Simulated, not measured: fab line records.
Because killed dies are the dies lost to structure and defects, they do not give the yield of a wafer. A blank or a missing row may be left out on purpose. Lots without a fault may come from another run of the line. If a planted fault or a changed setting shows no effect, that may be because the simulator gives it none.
fab line records	flow n5_finfet
record: lots: 7	wafers: 21	last_day: 17
route steps=1938 shown ZERO_LAYER@5 BEOL_M4@1111
lots with no fault: from the same line, run without faults
start_h: the number of hours between the record's first day and the start of the first shown wafer of the lot	wait_h: hours since the lot's step before	" identical to the entry in the row above	L1.1+2: one row covering several wafers at once	- no value present, or no start provided	* or withheld: withheld	< > ~ a bound
route shown NAME@n: names a module that has steps shown in the file, with the first one's number in the route	usual: mean/standard deviation of fault-free wafers	same: alike in all rows	chamber/n: place in a boat	sites: the reading at each site	_std_site: standard deviation of those values	_edge_site: outer sites' mean less inner sites'	radius_mm: how far each site lies from the wafer's centre	mask NAME#n: copy n	behind: the last tool/chamber to shape the wafer	hold: the reason the lot was held/the length of the hold in hours/how it ended	device: the n, p or np transistor that did not switch	end of line: the same wafers' tests at the end of the route	where a step has no rows: the recipe by itself	killed: at the first sort, the dies lost to defects and structure; wafer yield is something else	map: the dies of a wafer, with x for killed, . for not killed, _ for no die there
set.NAME: the setting the step ran with; set.NAME@STEP: the setting that earlier step ran with	model.NAME: the simulator's own value behind a step, which no gauge read
lots at some steps of the route; a table a step, a row a wafer
services: when a tool's chamber went out of use (start_h, in hours from the record's first day, below 0 if earlier), for how many hours, and the reason
== steps ==
step: N5_ZERO_LAYER_HMDS_04
recipe: time_s: 60	temp_c: 120
step: N5_ZERO_LAYER_COAT_05
recipe: spin_rpm: 1500	resist_thk_nm: 1000
step: N5_ZERO_LAYER_EBR_07
recipe: solvent: PGMEA	ebr_width_mm: 1.5
step: N5_ZERO_LAYER_SOFTBAKE_06
recipe: temp_c: 100	time_s: 90
step: N5_ZERO_LAYER_EXPOSE_08
recipe: mask_id: ZERO	na: 0.55	source_shape: conventional	sigma_outer: 0.8	polarization: unpolarized	defocus_nm: 0	target_cd_nm: 2000	dose_mj: 16.2
step: N5_ZERO_LAYER_PEB_09
recipe: peb_temp_c: withheld	peb_time_s: *
step: N5_ZERO_LAYER_DEVELOP_10
recipe: develop_time_s: 60	rinse_liquid: diw	dry: air_spin	dev_temp_c: 21
step: N5_ZERO_LAYER_HARDBAKE_23
recipe: temp_c: 130	time_s: 120
step: N5_ZERO_LAYER_CD_MEAS_11
recipe: target_cd_nm: 2000	landing_energy_ev: 500	detector: se_inlens
usual: cd_nm: 2000.1/2.2
lot.wafer	tool	chamber	start_h	wait_h	cd_nm
L400.2	cd_sem-01	0	12.65	-	1997.9
L400.5	"	0	"	"	2002.4
L400.6	"	0	"	"	1997.4
L405.2	cd_sem-02	0	42.64	-	2002.3
L405.5	"	0	"	"	1999.6
L405.6	"	0	"	"	1996.5
L411.1	cd_sem-02	0	78.64	-	2002.0
L411.5	"	0	"	"	1999.7
L411.6	"	0	"	"	2000.4
L412.2	cd_sem-02	0	84.66	-	2000.0
L412.4	"	0	"	"	2000.9
L412.6	"	0	"	"	2002.0
L413.2	cd_sem-03	0	90.77	-	2000.9
L413.3	"	0	"	"	2002.0
L413.4	"	0	"	"	1995.5
L422.1	cd_sem-01	0	144.77	-	1999.0
L422.3	"	0	"	"	2000.9
L422.6	"	0	"	"	1998.3
L423.1	cd_sem-01	0	150.64	-	2002.2
L423.2	"	0	"	"	1999.0
L423.4	"	0	"	"	1998.5
step: N5_ZERO_LAYER_DESCUM_16
recipe: chemistry: O2	time_s: 7.9	source_power_w: 50	bias_power_w: 20	pressure_mtorr: 20	rf_frequency_hz: 2.712e+07	temp_c: 40	o2_flow_sccm: 225
usual: bias_power_w: 20.00/0.058	drypump_motor_current_A: 5.8/0.52	oes_product_au: 0.79/0.075	rf_vpp_V: 243.1/1.4	showerhead_plenum_p_Torr: 2.09/0.084	throttle_valve_pct: 20.53/0.23
lot.wafer	tool	chamber	start_h	wait_h	bias_power_w	drypump_motor_current_A	oes_product_au	rf_hours_counter_h	rf_vpp_V	showerhead_plenum_p_Torr	throttle_valve_pct
L400.2	rie_diel-05	0	12.69	0.0	20.06	6.8	0.91	45	244.6	2.22	20.17
L400.5	"	1	"	"	20.08	5.4	0.82	-	241.9	2.01	20.21
L400.6	"	0	"	"	19.92	6.8	0.90	-	243.8	2.22	20.17
L405.2	rie_diel-05	3	42.68	0.0	20.01	5.1	0.70	208	241.7	1.98	20.63
L405.5	"	3	"	"	20.06	5.1	0.70	-	241.2	1.98	20.63
L405.6	"	2	"	"	20.02	5.0	0.67	-	243.8	2.06	20.94
L411.1	rie_diel-06	2	78.89	0.2	19.99	5.4	0.74	200	242.4	1.98	20.54
L411.5	"	2	"	"	20.05	5.4	0.74	-	242.5	1.98	20.54
L411.6	"	3	"	"	20.11	5.9	0.89	-	240.2	2.03	20.32
L412.2	rie_diel-05	0	84.83	0.2	19.95	6.8	0.86	66	244.3	2.21	20.20
L412.4	"	2	"	"	19.96	5.1	0.96	6	243.2	2.06	20.53
L412.6	"	1	"	"	20.06	5.4	0.81	-	241.5	2.00	20.22
L413.2	rie_diel-06	1	90.92	0.1	19.87	6.3	0.79	122	246.3	2.19	20.81
L413.3	"	3	"	"	20.01	5.9	0.89	51	241.3	2.03	20.32
L413.4	"	2	"	"	19.89	5.4	0.73	204	241.0	1.98	20.54
L422.1	rie_diel-03	2	144.80	0.0	20.01	6.1	0.72	216	244.6	2.17	20.76
L422.3	"	3	"	"	20.01	5.7	0.73	179	242.7	2.07	20.43
L422.6	"	1	"	"	20.01	6.1	0.75	-	243.5	2.10	20.47
L423.1	rie_diel-05	0	151.51	0.9	20.03	6.8	0.87	84	245.1	2.21	20.20
L423.2	"	1	"	"	20.07	5.4	0.78	124	242.3	1.99	20.26
L423.4	"	3	"	"	20.04	5.1	0.67	241	242.7	1.97	20.68
step: N5_ZERO_LAYER_ETCH_17
recipe: chemistry: CF4	target: SiO2	target_depth_a: 120	time_s: 13.3	ion_energy_ev: 350	pressure_mtorr: 40	source_w: 450	bias_w: 215	Ar_flow_sccm: 100	cf4_flow_sccm: 100
usual: drypump_motor_current_A: 5.8/0.52	oes_product_au: 0.78/0.075	rf_vpp_V: 948/4.8	showerhead_plenum_p_Torr: 2.14/0.078	throttle_valve_pct: 15.76/0.22
lot.wafer	tool	chamber	start_h	wait_h	drypump_motor_current_A	oes_product_au	rf_hours_counter_h	rf_vpp_V	showerhead_plenum_p_Torr	throttle_valve_pct
L400.2	rie_diel-05	0	12.72	0.0	6.8	0.90	45	957	2.27	15.40
L400.5	"	1	"	"	5.4	0.81	-	944	2.06	15.47
L400.6	"	0	"	"	6.8	0.89	-	957	2.27	15.38
L405.2	rie_diel-05	3	42.71	0.0	5.1	0.69	208	943	2.04	15.87
L405.5	"	3	"	"	5.1	0.69	-	942	2.04	15.89
L405.6	"	2	"	"	5.0	0.68	-	945	2.11	16.11
L411.1	rie_diel-06	2	78.92	0.0	5.4	0.75	200	942	2.04	15.84
L411.5	"	2	"	"	5.5	0.75	-	943	2.04	15.84
L411.6	"	3	"	"	5.9	0.86	-	946	2.10	15.63
L412.2	rie_diel-05	0	84.87	0.0	6.8	0.86	66	955	2.26	15.44
L412.4	"	2	"	"	5.1	0.97	6	947	2.11	15.63
L412.6	"	1	"	"	5.4	0.81	-	945	2.05	15.51
L413.2	rie_diel-06	1	90.95	0.0	6.4	0.80	122	956	2.23	15.91
L413.3	"	3	"	"	5.9	0.87	51	945	2.10	15.65
L413.4	"	2	"	"	5.4	0.75	204	941	2.04	15.85
L422.1	rie_diel-03	2	144.84	0.0	6.1	0.70	216	952	2.21	15.97
L422.3	"	3	"	"	5.7	0.72	179	948	2.14	15.83
L422.6	"	1	"	"	6.1	0.74	-	949	2.15	15.70
L423.1	rie_diel-05	0	151.55	0.0	6.8	0.83	84	956	2.26	15.47
L423.2	"	1	"	"	5.4	0.77	124	944	2.05	15.53
L423.4	"	3	"	"	5.1	0.66	241	942	2.03	15.94
step: N5_ZERO_LAYER_ETCH_18
recipe: chemistry: HBr/Cl2	target: Si	target_depth_a: 1200	time_s: 40	pressure_mtorr: 10	icp_w: 800	bias_w: 75	HBr_flow_sccm: 150	Cl2_flow_sccm: 80
usual: drypump_motor_current_A: 5.9/0.46	oes_product_au: 1.005/0.017	throttle_valve_pct: 36.2/0.33
lot.wafer	tool	chamber	start_h	wait_h	drypump_motor_current_A	oes_product_au	rf_hours_counter_h	throttle_valve_pct
L400.2	rie_si-01	0	12.79	0.0	6.7	0.969	6	35.7
L400.5	"	0	"	"	6.7	0.980	-	35.7
L400.6	"	3	"	"	5.5	0.993	-	36.8
L405.2	rie_si-02	1	42.79	0.0	5.5	1.010	6	36.1
L405.5	"	3	"	"	6.6	1.017	-	36.4
L405.6	"	0	"	"	5.8	0.982	-	35.8
L411.1	rie_si-01	1	78.99	0.0	5.3	0.997	124	36.6
L411.5	"	2	"	"	5.4	1.029	-	36.1
L411.6	"	3	"	"	5.5	0.978	-	36.8
L412.2	rie_si-01	3	84.94	0.0	5.5	0.984	66	36.8
L412.4	"	2	"	"	5.5	1.023	30	36.1
L412.6	"	3	"	"	5.5	0.986	-	36.8
L413.2	rie_si-01	2	91.03	0.0	5.5	1.024	30	36.1
L413.3	"	3	"	"	5.5	0.993	66	36.8
L413.4	"	1	"	"	5.3	0.996	124	36.7
L422.1	rie_si-02	1	144.91	0.0	5.5	1.004	8	36.1
L422.3	"	3	"	"	6.6	1.009	12	36.4
L422.6	"	2	"	"	5.9	1.032	-	36.4
L423.1	rie_si-02	2	151.62	0.0	5.9	1.022	80	36.4
L423.2	"	0	"	"	5.8	0.995	58	35.8
L423.4	"	1	"	"	5.5	1.013	8	36.1
step: N5_ZERO_LAYER_STRIP_24
recipe: chemistry: O2	power_w: 1000	temp_c: 250	overash_fraction: 0.3	pressure_mtorr: 1000	o2_flow_sccm: 6750
usual: chamber_pressure_mTorr: 1000.0/0.88	drypump_motor_current_A: 5.29/0.27	heater_power_w: 356/15	oes_product_au: 0.647/0.0041	strip_time_to_endpoint_s: 43.85/0.08
lot.wafer	tool	chamber	start_h	wait_h	chamber_pressure_mTorr	drypump_motor_current_A	heater_power_w	oes_product_au	rf_hours_counter_h	strip_time_to_endpoint_s	model.coat_of_ZERO_LAYER_COAT_05.thk_nm
L400.2	plasma_asher-01	1	12.90	0.1	1002.0	5.68	361	0.655	23	43.87	0
L400.5	"	0	"	"	1000.2	5.46	333	0.643	-	43.89	0
L400.6	"	1	"	"	998.8	5.67	355	0.648	-	43.88	0
L405.2	plasma_asher-01	0	42.89	0.1	1001.0	5.47	341	0.644	29	43.88	0
L405.5	"	1	"	"	999.4	5.71	361	0.648	-	43.80	0
L405.6	"	0	"	"	1000.3	5.45	340	0.657	-	43.89	0
L411.1	plasma_asher-02	1	79.10	0.1	-	-	-	-	-	-	927.8
L411.5	"	1	"	"	-	-	-	-	-	-	930.4
L411.6	"	0	"	"	-	-	-	-	-	-	927
L412.2	plasma_asher-02	0	85.06	0.1	-	-	-	-	-	-	928.4
L412.4	"	1	"	"	-	-	-	-	-	-	928.5
L412.6	"	1	"	"	-	-	-	-	-	-	927.2
L413.2	plasma_asher-01	1	91.13	0.1	-	-	-	-	-	-	928.9
L413.3	"	0	"	"	-	-	-	-	-	-	929.1
L413.4	"	1	"	"	-	-	-	-	-	-	929.1
L422.1	plasma_asher-02	1	145.02	0.1	999.5	5.17	370	0.644	89	43.88	0
L422.3	"	1	"	"	998.9	5.16	365	0.645	-	43.90	0
L422.6	"	0	"	"	1000.3	4.97	345	0.643	-	43.92	0
L423.1	plasma_asher-01	0	151.73	0.1	999.5	5.48	341	0.647	53	43.84	0
L423.2	"	1	"	"	1001.2	5.68	361	0.641	53	43.93	0
L423.4	"	0	"	"	997.5	5.48	337	0.649	-	43.90	0
step: N5_ZERO_LAYER_STRIP_19
recipe: chemistry: SPM	time_s: 900	temp_c: 130	h2so4_h2o2_vol_ratio: 4	dry: ipa_marangoni
step: N5_BEOL_M4_RC_MEAS_101
usual: DIBL_N: 36.1/1.6	DIBL_P: 35.8/2.1	IOFF_N: 0.16/0.031	IOFF_P: 0.21/0.034	ION_N: 673/12	ION_P: 461/7.2	SS_N: 71.4/0.59	SS_P: 73.3/0.63	VT_N: 250/3.1	VT_P: -250/3.3
lot.wafer	tool	chamber	start_h	wait_h	DIBL_N[mV/V]	DIBL_P[mV/V]	IOFF_N[nA/um]	IOFF_P[nA/um]	ION_N[uA/um]	ION_P[uA/um]	SS_N[mV/dec]	SS_P[mV/dec]	VT_N[mV]	VT_P[mV]
L400.2	prober-02	0	175.40	0.2	36.0	35.0	0.16	0.20	663	453	71.8	73.5	248	-251
L400.5	"	0	"	"	33.9	32.9	0.13	0.17	671	458	69.9	73.1	254	-253
L400.6	"	0	"	"	35.9	35.7	0.16	0.21	672	459	71.0	73.6	248	-253
L405.2	prober-01	0	203.01	0.2	38.2	37.8	0.18	0.23	680	463	72.2	73.3	251	-249
L405.5	"	0	"	"	40.0	41.0	0.21	0.29	679	465	72.3	74.3	247	-246
L405.6	"	0	"	"	39.5	39.4	0.21	0.25	690	462	72.2	73.2	246	-247
L411.1	prober-01	0	246.05	0.0	35.5	36.0	0.16	0.21	678	464	71.0	72.8	249	-250
L411.5	"	0	"	"	35.3	35.9	0.16	0.21	677	470	70.7	73.3	248	-251
L411.6	"	0	"	"	33.9	34.3	0.13	0.19	677	466	70.7	73.5	251	-250
L412.2	prober-01	0	250.93	0.2	34.7	33.3	0.13	0.17	663	451	71.2	72.7	251	-255
L412.4	"	0	"	"	33.9	32.5	0.13	0.16	677	461	70.8	72.7	249	-252
L412.6	"	0	"	"	35.7	35.2	0.16	0.21	687	476	71.6	73.3	248	-249
L413.2	prober-01	0	255.70	0.2	34.0	33.6	0.12	0.19	673	459	71.1	72.6	253	-250
L413.3	"	0	"	"	35.0	33.9	0.13	0.18	673	460	70.8	73.0	252	-254
L413.4	"	0	"	"	35.4	35.4	0.14	0.22	673	466	71.7	73.9	251	-248
L422.1	prober-02	0	301.01	0.0	36.0	34.3	0.17	0.22	693	472	71.5	72.3	246	-249
L422.3	"	0	"	"	36.7	36.3	0.17	0.25	682	466	72.0	73.0	246	-246
L422.6	"	0	"	"	36.7	35.1	0.17	0.23	688	476	72.0	72.8	247	-246
L423.1	prober-02	0	310.03	0.0	31.9	32.8	0.13	0.16	671	454	70.8	72.9	252	-254
L423.2	"	0	"	"	35.8	37.0	0.17	0.21	682	467	71.5	73.8	249	-247
L423.4	"	0	"	"	36.3	36.9	0.19	0.21	677	462	72.1	74.2	245	-249
== services ==
tool	chamber	start_h	hours	kind
rie_diel-03	1	2.83	1.8	repair
rie_diel-06	3	7.12	14.0	repair
plasma_asher-01	-	7.24	0.7	repair
rie_si-02	0	20.01	7.1	repair
rie_diel-05	0	28.35	1.7	repair
rie_diel-05	1	44.15	5.6	repair
rie_diel-05	2	58.53	-	clean
rie_diel-05	2	58.53	-	consumable_replace:focus_ring
rie_diel-05	2	58.53	9.1	scheduled_down
rie_diel-05	2	58.53	9.1	vent_cycle
rie_diel-05	0	62.71	3.0	repair
rie_diel-06	1	79.24	2.5	repair
plasma_asher-01	-	81.45	1.4	repair
rie_diel-06	3	91.35	10.4	repair
rie_diel-03	1	111.25	11.3	repair
plasma_asher-01	-	131.10	4.4	repair
rie_diel-05	1	140.23	4.2	repair
rie_diel-05	0	144.19	3.1	repair
rie_si-02	-	147.51	0.1	repair
== key ==
first_sign: step: N5_ZERO_LAYER_STRIP_24	reading: tool_record	direction: missing
effect none on later readings
model_effect: step: N5_ZERO_LAYER_STRIP_24	value: coat_of_ZERO_LAYER_COAT_05.thk_nm	without: 0	struck: 928.5
met_at N5_ZERO_LAYER_STRIP_24
struck_wafers L411.1,L411.5,L411.6,L412.2,L412.4,L412.6,L413.2,L413.3,L413.4
onset_between 42.89 79.10
fault: kind: skipped_step_whole	tool: plasma_asher-01,plasma_asher-02	chamber: -	onset_h: 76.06	steps: N5_ZERO_LAYER_STRIP_24	scope: struck_lots_only
